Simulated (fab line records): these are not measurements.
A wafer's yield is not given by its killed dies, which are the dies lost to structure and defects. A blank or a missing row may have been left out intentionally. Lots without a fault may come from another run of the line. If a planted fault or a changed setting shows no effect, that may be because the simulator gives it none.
fab line records	flow n5Finfet
[record] lots = 7	wafers = 39
route steps=1938 shown WELL_APT@24 FIN_SAQP@115 DUMMY_GATE@237 SD_EPI_P@321 HKMG_FIN@419 MOL_CONTACT_COAG@532 BEOL_M4@1111
startH: hours from the record's first day to the start of the lot's first wafer shown	waitH: hours since the lot's step before	" repeats the value in the row above	L1.1+2: one row covering several wafers at once	- no value, or no start given	* or withheld: withheld	< > ~ a bound
route shown NAME@n: names a module that has steps shown in the file, with the first one's number in the route	usual: mean and standard deviation over wafers with no fault	same: alike in all rows	chamber/n: place in a boat	sites: each site's reading	_std_site: their standard deviation	_edge_site: mean of outer sites minus mean of inner sites	radiusMm: for every site, how far away it sits from the centre of the wafer	mask NAME#n: copy n	behind: tool/chamber where the wafer was last shaped	hold: why the lot went on hold/how many hours it stayed there/how the hold came to an end	device: transistor that didn't switch, given as n, p or np	end of line: the tests these same wafers got at the end of their route	where a step has no rows: the recipe by itself	killed: not the wafer's yield, but the dies lost to structure and defects at the first sort	map: the dies of a wafer, with x for killed, . for not killed, _ for no die there
set.NAME: setting as actually run; set.NAME@STEP: the setting as run at that earlier step	model.NAME: the simulator's own value behind a step, which no gauge read
lots whose settings were changed on purpose; a table a step, a row a wafer
[[steps]]
[step N5_WELL_APT_EXPOSE_05]
[recipe] maskId = NWELL	na = 0.8	sourceShape = conventional	sigmaOuter = 0.8	polarization = unpolarized	defocusNm = 0	targetCdNm = 200	doseMj = 20.3
[step N5_FIN_SAQP_ETCH_51]
[recipe] chemistry = CF4	target = SiARC	targetDepthA = 455	maskMaterial = CAR-ArF	timeS = 75.8	ionEnergyEv = 80	pressureMtorr = 40	sourceW = 545	biasW = 36	Ar_flow_sccm = 100	cf4FlowSccm = 100	ends = cleared
[step N5_DUMMY_GATE_ETCH_37]
[recipe] chemistry = N2/H2	target = SOC	targetDepthA = 600	overetchA = 300	tempC = 40	ionEnergyEv = 200	pressureMtorr = 30	sourceW = 840	biasW = 150	n2FlowSccm = 200	h2FlowSccm = 200
[step N5_DUMMY_GATE_ETCH_32]
[recipe] chemistry = CF4	target = SiO2	targetDepthA = 35	timeS = 3.9	ionEnergyEv = 350	pressureMtorr = 10	icpW = 800	biasW = 400	cf4FlowSccm = 80
[step N5_DUMMY_GATE_ETCH_44]
[recipe] chemistry = HBr/O2	overEtchFrac = 0.7	targetDepthA = 1275	stopOn = SiO2	ionEnergyEv = 60	biasW = 20	target = poly-Si	maskMaterial = SiO2	pressureMtorr = 20	icpW = 400	HBr_flow_sccm = 120	O2_flow_sccm = 10
[step N5_SD_EPI_P_EPI_21]
[recipe] material = SiGe:B	dopant = B	tempC = 550	pressureTorr = 20	ambient = H2	timeS = 355
[step N5_HKMG_FIN_ALD_36]
[recipe] material = TiN	targetThkA = 10	tempC = 400	aldPrecursorFamily = TiCl4	aldCoReactant = NH3	pulseTimeS = 1	purgeTimeS = 3	coReactantPurgeTimeS = 2	coReactantPulseTimeS = 2	aldCycles = 47	pressureTorr = 3
[step N5_MOL_CONTACT_COAG_ETCH_106]
[recipe] chemistry = N2/H2	target = SOC	targetDepthA = 800	overetchA = 160	maskMaterial = SiARC	tempC = 40	timeS = 120	ionEnergyEv = 200	pressureMtorr = 30	sourceW = 840	biasW = 150	n2FlowSccm = 200	h2FlowSccm = 200
[step N5_MOL_CONTACT_COAG_SPUTTER_130]
[recipe] material = Co	targetThkA = 475	tempC = 25	chamberPressurePa = 0.5	powerW = 3000
[step N5_MOL_CONTACT_COAG_EXPOSE_37]
[recipe] maskId = VD	na = 0.33	sourceShape = annular	sigmaInner = 0.3	sigmaOuter = 0.7	polarization = unpolarized	defocusNm = 0	doseMj = 62
[step N5_BEOL_M4_RC_MEAS_101]
[usual] RS_SD_P = 65.9/0.86
lot.wafer	tool	chamber	startH	waitH	set.doseMj@WELL_APT_EXPOSE_05	set.cf4FlowSccm@FIN_SAQP_ETCH_51	set.sourceW@DUMMY_GATE_ETCH_37	set.timeS@DUMMY_GATE_ETCH_32	set.targetDepthA@DUMMY_GATE_ETCH_44	set.epiGrowthTimeS@SD_EPI_P_EPI_21	set.tempC@HKMG_FIN_ALD_36	set.targetDepthA@MOL_CONTACT_COAG_ETCH_106	set.powerW@MOL_CONTACT_COAG_SPUTTER_130	set.doseMj@MOL_CONTACT_COAG_EXPOSE_37	RS_SD_P[ohm/sq]
L076.1	prober-01	0	179.90	0.0	18.93	100	840	3.201	1275	355	405	875.5	2686	62	64.6
L076.2	"	0	"	"	18.93	85.87	840	3.201	1330	324.5	405	800	3000	62	70.9
L076.3	"	0	"	"	20.3	100	840	3.9	1330	324.5	405	875.5	2686	62	69.9
L076.4	"	0	"	"	20.3	85.87	840	3.201	1330	355	400	800	2686	62	66.7
L076.5	"	0	"	"	20.3	85.87	840	3.9	1275	324.5	400	875.5	3000	62	69.8
L076.6	"	0	"	"	18.93	100	840	3.9	1275	355	400	800	3000	62	64.8
L078.1	prober-02	0	185.10	0.0	20.3	100	840	3.05	1275	355	400	800	3000	62	64.3
L078.2	"	0	"	"	20.3	100	840	3.9	1275	355	400	800	2728	58.18	65.3
L078.3	"	0	"	"	20.3	100	840	3.9	1275	355	400	725	2728	62	64.3
L078.4	"	0	"	"	20.3	116.7	840	3.9	1275	355	400	725	3000	58.18	63.3
L078.5	"	0	"	"	20.3	116.7	840	3.05	1275	355	400	725	3000	62	64.3
L078.6	"	0	"	"	20.3	116.7	840	3.05	1275	355	400	800	2728	58.18	63.0
L083.1	prober-01	0	212.66	0.2	20.95	100	840	4.395	1275	384.5	400	800	3214	57.43	61.6
L083.2	"	0	"	"	20.95	117.5	761.6	4.395	1275	384.5	400	800	3000	62	61.7
L083.3	"	0	"	"	20.3	117.5	840	3.9	1275	355	400	800	3214	57.43	66.1
L083.4	"	0	"	"	20.3	100	840	3.9	1275	384.5	412.1	800	3000	62	61.2
L083.5	"	0	"	"	20.3	100	761.6	4.395	1275	355	412.1	800	3214	62	66.3
L083.6	"	0	"	"	20.95	117.5	761.6	3.9	1275	355	412.1	800	3000	57.43	65.4
L090.1	prober-01	0	256.56	0.0	20.3	100	797.2	3.9	1327	332	400	800	3000	58.2	68.4
L090.2	"	0	"	"	21.68	100	840	3.9	1275	332	381	800	3283	62	69.5
L090.3	"	0	"	"	21.68	76.82	797.2	4.677	1327	355	381	900.4	3000	58.2	65.5
L090.4	"	0	"	"	21.68	76.82	797.2	3.9	1275	355	381	900.4	3000	62	65.6
L090.5	"	0	"	"	20.3	76.82	840	4.677	1275	332	400	900.4	3283	58.2	68.0
L090.6	"	0	"	"	20.3	100	840	4.677	1327	355	400	800	3283	62	65.0
L091.1	prober-02	0	268.69	0.0	19.13	100	840	3.664	1275	355	400	706	3000	62	65.3
L091.2	"	0	"	"	19.13	81.56	840	3.9	1275	369.6	400	800	3347	62	63.3
L091.3	"	0	"	"	20.3	100	840	3.9	1275	355	416.4	706	3000	62	65.6
L091.4	"	0	"	"	20.3	100	840	3.664	1177	369.6	400	800	3000	62	64.7
L091.5	"	0	"	"	20.3	81.56	840	3.664	1177	355	416.4	800	3347	62	64.6
L091.6	"	0	"	"	19.13	81.56	840	3.9	1177	369.6	416.4	706	3347	62	63.0
L093.1	prober-01	0	278.61	0.0	20.3	100	991.2	3.458	1349	355	400	757.1	2451	65.89	66.0
L093.2	"	0	"	"	20.3	100	840	3.9	1275	355	384.2	757.1	2451	62	65.3
L093.3	"	0	"	"	20.3	100	991.2	3.9	1349	355	384.2	800	3000	65.89	65.9
L093.4	"	0	"	"	20.3	100	991.2	3.9	1275	355	400	800	2451	62	66.2
L093.5	"	0	"	"	20.3	100	840	3.458	1275	355	400	800	3000	65.89	66.0
L093.6	"	0	"	"	20.3	100	840	3.458	1349	355	384.2	757.1	3000	62	65.5
L097.1	prober-01	0	310.21	0.0	20.3	100	840	3.9	1275	355	400	800	3000	62	65.6
L097.4	"	0	"	"	20.3	100	840	3.9	1275	355	400	800	3000	62	65.9
L097.5	"	0	"	"	20.3	100	840	3.9	1275	355	400	800	3000	62	65.0
[[key]]
[split] step = N5_WELL_APT_EXPOSE_05	setting = doseMj	statedAs = 20.3
response none clear
[split] step = N5_FIN_SAQP_ETCH_51	setting = cf4FlowSccm	statedAs = 100
response none clear
[split] step = N5_DUMMY_GATE_ETCH_37	setting = sourceW	statedAs = 840
response none clear
[split] step = N5_DUMMY_GATE_ETCH_32	setting = timeS	statedAs = 3.9
response none clear
[split] step = N5_DUMMY_GATE_ETCH_44	setting = targetDepthA	statedAs = 1275
response none clear
[split] step = N5_SD_EPI_P_EPI_21	setting = epiGrowthTimeS	statedAs = 355
[response] step = N5_BEOL_M4_RC_MEAS_101	reading = RS_SD_P	slope = -0.557	per = 1%	togetherWith = all	explained = 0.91
[split] step = N5_HKMG_FIN_ALD_36	setting = tempC	statedAs = 400
response none clear
[split] step = N5_MOL_CONTACT_COAG_ETCH_106	setting = targetDepthA	statedAs = 800
response none clear
[split] step = N5_MOL_CONTACT_COAG_SPUTTER_130	setting = powerW	statedAs = 3000
response none clear
[split] step = N5_MOL_CONTACT_COAG_EXPOSE_37	setting = doseMj	statedAs = 62
response none clear
